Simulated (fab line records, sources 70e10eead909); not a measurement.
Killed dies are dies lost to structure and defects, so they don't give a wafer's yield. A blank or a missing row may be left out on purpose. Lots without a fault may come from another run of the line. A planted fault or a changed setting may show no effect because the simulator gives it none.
Which tool did it? | flow nand_harc | 14 lots, 42 wafers sampled, at 6 steps of a route of 1159

WHAT THE GAUGES READ, wafer by wafer
NHARC_P_M1_OVL_MEAS_10: pitch 260 nm. Usual: overlay_x_nm 0.0 nm, standard deviation 0.86; overlay_y_nm -0.1 nm, standard deviation 0.75.
lot  | measured     | on         | overlay_x_nm (nm) | overlay_y_nm (nm) | flag
L357 | day 6 00:27  | overlay-02 | -1.1 -0.6 -0.4    | 0.1 -0.2 0.0      |
L358 | day 6 02:25  | overlay-01 | -0.2 -0.7 -0.9    | 0.1 -0.1 0.0      |
L359 | day 6 13:59  | overlay-01 | 0.4 0.1 0.6       | -0.2 -0.7 -0.6    |
L362 | day 7 04:11  | overlay-01 | 1.3 1.1 1.8       | -0.1 -0.2 0.1     |
L364 | day 7 11:20  | overlay-01 | 0.1 0.1 0.0       | -1.1 -0.9 -0.7    |
L363 | day 7 13:41  | overlay-02 | 0.3 1.3 0.3       | -0.2 -0.3 -0.9    |
L365 | day 8 07:06  | overlay-02 | -1.1 -0.9 -1.2    | 1.4 1.4 1.8       |
L367 | day 8 15:07  | overlay-02 | 0.8 0.9 1.0       | -0.5 -0.9 -0.5    |
L368 | day 9 05:37  | overlay-01 | 0.1 -0.5 -0.8     | -0.2 -0.1 -0.8    |
L369 | day 9 06:47  | overlay-02 | 0.3 0.5 0.2       | 0.4 1.0 0.4       |
L370 | day 9 11:34  | overlay-02 | 0.1 -0.3 -0.2     | 0.0 0.0 0.8       |
L373 | day 10 04:52 | overlay-02 | -1.2 -1.4 -1.2    | 0.2 0.2 -0.1      |
L379 | day 11 05:57 | overlay-01 | 0.2 0.5 0.0       | -0.9 -2.1 -1.1    |
L380 | day 11 18:44 | overlay-02 | -0.9 -0.8 0.1     | -0.2 0.4 0.1      |

NHARC_P_M1_INSPECT_11. Usual: raw_defect_count 3.7, standard deviation 2.3.
lot  | measured     | on                | raw_defect_count | flag
L357 | day 6 00:29  | defect_inspect-02 | 1 2 5            |
L358 | day 6 02:27  | defect_inspect-01 | 4 4 10           |
L359 | day 6 14:02  | defect_inspect-01 | 1 3 6            |
L362 | day 7 04:13  | defect_inspect-02 | 3 1 1            |
L364 | day 7 11:23  | defect_inspect-01 | 3 0 5            |
L363 | day 7 13:43  | defect_inspect-02 | 1 4 5            |
L365 | day 8 07:08  | defect_inspect-01 | 7 4 6            |
L367 | day 8 15:09  | defect_inspect-01 | 7 7 9            |
L368 | day 9 05:39  | defect_inspect-01 | 3 5 6            |
L369 | day 9 06:49  | defect_inspect-02 | 2 5 1            |
L370 | day 9 11:36  | defect_inspect-01 | 4 1 2            |
L373 | day 10 04:55 | defect_inspect-02 | 4 2 4            |
L379 | day 11 05:59 | defect_inspect-02 | 2 1 3            |
L380 | day 11 18:46 | defect_inspect-02 | 1 3 3            |

NHARC_P_M1_THK_MEAS_24: measures by xrf. Usual: thk_nm 158.3 nm, standard deviation 1.5.
lot  | measured     | on            | thk_nm (nm)       | flag
L357 | day 6 03:01  | film_metro-02 | 156.3 159.5 157.6 |
L358 | day 6 04:59  | film_metro-01 | 159.4 160.0 157.8 |
L359 | day 6 16:33  | film_metro-01 | 156.3 156.1 157.8 |
L362 | day 7 07:05  | film_metro-01 | 159.6 159.1 157.5 |
L364 | day 7 14:01  | film_metro-01 | 157.5 158.6 157.5 |
L363 | day 7 16:40  | film_metro-02 | 159.6 159.6 158.1 |
L365 | day 8 09:37  | film_metro-01 | 157.4 156.2 157.8 |
L367 | day 8 17:40  | film_metro-02 | 160.5 157.6 156.4 |
L368 | day 9 08:10  | film_metro-01 | 160.0 161.4 160.4 |
L369 | day 9 09:18  | film_metro-02 | 159.1 158.4 157.5 |
L370 | day 9 14:12  | film_metro-01 | 154.8 126.8 158.3 | OFF
L373 | day 10 07:27 | film_metro-01 | 158.2 157.3 120.6 | OFF
L379 | day 11 08:31 | film_metro-01 | 155.9 157.2 159.0 |
L380 | day 11 21:14 | film_metro-02 | 155.7 156.3 156.3 |

WHICH TOOL RAN EACH LOT (tool, then ch and the chambers of the sampled wafers, then the start)
lot  | NHARC_P_M1_DESCUM_14               | NHARC_P_M1_ECD_22              | NHARC_P_M1_CMP_23
L357 | rie_diel-01 ch 1,2,3, day 6 00:34  | ecd_cu-01 ch 0,1, day 6 02:02  | cmp-04 ch 0,1,3, day 6 02:46
L358 | rie_diel-01 ch 2,3, day 6 02:32    | ecd_cu-02 ch 0,1, day 6 04:00  | cmp-04 ch 0,1,3, day 6 04:40
L359 | rie_diel-08 ch 1,2,3, day 6 14:05  | ecd_cu-02 ch 0,1, day 6 15:37  | cmp-02 ch 0,1,3, day 6 16:14
L362 | rie_diel-07 ch 0,2,3, day 7 04:19  | ecd_cu-02 ch 0,1, day 7 06:10  | cmp-04 ch 0,3, day 7 06:48
L364 | rie_diel-08 ch 0,2,3, day 7 11:26  | ecd_cu-02 ch 0,1, day 7 12:54  | cmp-04 ch 0,1,3, day 7 13:43
L363 | rie_diel-08 ch 0,3, day 7 13:47    | ecd_cu-01 ch 0,1, day 7 15:40  | cmp-04 ch 0,1, day 7 16:21
L365 | rie_diel-07 ch 2,3, day 8 07:12    | ecd_cu-01 ch 0,1, day 8 08:38  | cmp-02 ch 0,1,3, day 8 09:22
L367 | rie_diel-08 ch 1,2, day 8 15:13    | ecd_cu-01 ch 0,1, day 8 16:44  | cmp-04 ch 0,3, day 8 17:23
L368 | rie_diel-01 ch 1,2, day 9 05:43    | ecd_cu-02 ch 0,1, day 9 07:09  | cmp-04 ch 0,1,3, day 9 07:55
L369 | rie_diel-08 ch 1,2,3, day 9 06:53  | ecd_cu-02 ch 0,1, day 9 08:16  | cmp-04 ch 1,2,3, day 9 08:59
L370 | rie_diel-01 ch 0,1,2, day 9 11:40  | ecd_cu-02 ch 0,1, day 9 13:05  | cmp-02 ch 0,2, day 9 13:55
L373 | rie_diel-07 ch 0,1,3, day 10 04:59 | ecd_cu-02 ch 0,1, day 10 06:31 | cmp-03 ch 0,3, day 10 07:08
L379 | rie_diel-08 ch 0,1, day 11 06:03   | ecd_cu-01 ch 0,1, day 11 07:27 | cmp-03 ch 0,1,3, day 11 08:15
L380 | rie_diel-01 ch 0,1,2, day 11 18:50 | ecd_cu-01 ch 0,1, day 11 20:15 | cmp-04 ch 0,1,3, day 11 20:57
- NHARC_P_M1_DESCUM_14: chemistry O2, time 3 s.
- NHARC_P_M1_ECD_22: material Cu, target thk 400 nm.
- NHARC_P_M1_CMP_23: polishes, t overpolish 20 s, target thk 157.82 nm.

WHAT THE TOOLS THEMSELVES READ (means of the sampled wafers that have a number; where no wafer has one, the mark that the record gives instead)
NHARC_P_M1_DESCUM_14. Usual: chamber_pressure_mTorr 60.00 mTorr, standard deviation 0.056; drypump_motor_current_A 5.69 A, standard deviation 0.29; oes_product_au 1.002 a.u., standard deviation 0.011; rf_vpp_V 57.8 V, standard deviation 0.92; showerhead_plenum_p_Torr 1.92 Torr, standard deviation 0.089; throttle_valve_pct 11.311 %, standard deviation 0.0084.
lot  | tool        | chamber_pressure_mTorr (mTorr) | drypump_motor_current_A (A) | oes_product_au (a.u.) | rf_vpp_V (V) | showerhead_plenum_p_Torr (Torr) | throttle_valve_pct (%) | flag
L357 | rie_diel-01 | 60.01                          | 5.85                        | 1.000                 | 57.6         | 1.96                            | 11.305                 |
L358 | rie_diel-01 | 59.99                          | 5.90                        | 1.005                 | 57.4         | 1.94                            | 11.312                 |
L359 | rie_diel-08 | 59.98                          | 5.58                        | 1.010                 | 58.5         | 1.91                            | 11.312                 |
L362 | rie_diel-07 | 60.00                          | 5.46                        | 0.995                 | 57.9         | 1.88                            | 11.322                 |
L364 | rie_diel-08 | 60.04                          | 5.75                        | 1.002                 | 57.9         | 1.92                            | 11.309                 |
L363 | rie_diel-08 | 60.01                          | 5.63                        | 1.016                 | 57.1         | 1.84                            | 11.318                 |
L365 | rie_diel-07 | 60.01                          | 5.60                        | 0.986                 | 58.1         | 1.81                            | 11.306                 |
L367 | rie_diel-08 | 59.98                          | 5.62                        | 1.011                 | 57.4         | 1.93                            | 11.305                 |
L368 | rie_diel-01 | 60.02                          | 5.59                        | 0.997                 | 57.9         | 2.01                            | 11.309                 |
L369 | rie_diel-08 | 60.02                          | 5.58                        | 1.003                 | 57.7         | 1.91                            | 11.315                 |
L370 | rie_diel-01 | 60.01                          | 5.60                        | 0.993                 | 57.6         | 1.95                            | 11.308                 |
L373 | rie_diel-07 | 59.91                          | 5.53                        | 1.000                 | 57.8         | 1.96                            | 11.304                 |
L379 | rie_diel-08 | 59.97                          | 5.90                        | 1.008                 | 56.9         | 1.87                            | 11.313                 |
L380 | rie_diel-01 | 60.02                          | 5.61                        | 0.999                 | 58.1         | 1.95                            | 11.315                 |

NHARC_P_M1_CMP_23. Usual: motor_current_A 11.6 A, standard deviation 1.3; time_to_endpoint_s 29.6 s, standard deviation 2.7.
lot  | tool   | motor_current_A (A) | time_to_endpoint_s (s) | flag
L357 | cmp-04 | 11.8                | 30.2                   |
L358 | cmp-04 | 11.9                | 31.3                   |
L359 | cmp-02 | 11.0                | 28.2                   |
L362 | cmp-04 | 11.6                | 29.5                   |
L364 | cmp-04 | 12.2                | 32.2                   |
L363 | cmp-04 | 12.2                | 27.7                   |
L365 | cmp-02 | 11.0                | 29.4                   |
L367 | cmp-04 | 12.0                | 30.4                   |
L368 | cmp-04 | 12.1                | 32.1                   |
L369 | cmp-04 | 11.5                | 30.5                   |
L370 | cmp-02 | 10.8                | 22.2                   |
L373 | cmp-03 | 12.9                | 19.8                   | OFF
L379 | cmp-03 | 13.1                | 25.3                   |
L380 | cmp-04 | 12.3                | 30.1                   |

THE ANSWER, worked out from the rows above alone
Rule: a lot is off if the mean of its wafers that have a number lies more than 3 standard deviations from the usual mean. A lot without any number at a reading at which 4 lots or more have one is off too. The other lots that the step has rows for count as sound. The gauges are gone through in route order, then the tools' own readings, and for those a lot's mean is taken as printed above. The first step at which some lot is off is used, and at that step the reading that is off furthest; a lot without a number counts as furthest.
Off: L370, L373, at NHARC_P_M1_THK_MEAS_24 (thk_nm).
A tool fits if, at a process step before that reading, it ran every lot that is off, and no sound lot after the first of them. The gauges at NHARC_P_M1_THK_MEAS_24 are tried like those tools. One fits: ecd_cu-02 at NHARC_P_M1_ECD_22. Its last sound lot is L369 (day 9 08:16), its first lot that is off L370 (day 9 13:05): a fault that began between those two fits.

WHAT THE SIMULATOR HAD PUT IN
Process parameter drift: ecd_cu-02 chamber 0, from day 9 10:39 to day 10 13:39, at NHARC_P_M1_ECD_22. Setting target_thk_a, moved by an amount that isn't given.
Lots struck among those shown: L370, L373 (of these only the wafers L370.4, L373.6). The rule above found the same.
